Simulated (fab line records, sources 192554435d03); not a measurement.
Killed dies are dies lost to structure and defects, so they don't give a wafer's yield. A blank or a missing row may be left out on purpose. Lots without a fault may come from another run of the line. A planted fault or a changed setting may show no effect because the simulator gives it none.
Chamber matching | flow n5_finfet | N5_WELL_APT_DESCUM_13 on rie_diel-05: 4 sister chambers
The step chemistry O2, time 7.9 s. 4 wafers are shown with their chamber, then 7 later ones without.

WAFERS WITH THEIR CHAMBER
wafer  | chamber | drypump_motor_current_A (A)
L076.5 | 1       | 5.4
L088.3 | 3       | 5.7
L091.2 | 0       | 5.4
L091.4 | 2       | 6.4

WAFERS WITHOUT THEIR CHAMBER
wafer  | drypump_motor_current_A (A)
L091.5 | 6.5
L094.2 | 5.4
L094.3 | 6.4
L094.6 | 5.4
L095.1 | 5.5
L095.3 | 5.5
L095.5 | 5.5

WHICH CHAMBER EACH WENT THROUGH
wafer  | from the rows above          | in truth
L091.5 | 2                            | 2
L094.2 | can't be placed: 0 or 1      | 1
L094.3 | 2                            | 2
L094.6 | can't be placed: 0 or 1      | 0
L095.1 | can't be placed: 0 or 1 or 3 | 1
L095.3 | can't be placed: 0 or 1 or 3 | 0
L095.5 | can't be placed: 0 or 1 or 3 | 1
Placed correctly: 2 of 7. Can't be placed from these rows: 5 (the true chamber is among the candidates in 5). Placed wrongly: 0.
How it was worked out, from the rows above alone: a wafer's distance from a chamber is the root of the sum, over the readings, of the square of ((its reading less the chamber's mean) divided by the reading's scatter). The wafer belongs to the nearest chamber; if the next one is less than 2 further off, it can't be placed. A chamber's mean is the mean of its shown wafers. The scatter: with one shown wafer a chamber, the root of the mean of the squares of how far each hidden wafer lies from its nearest shown one.
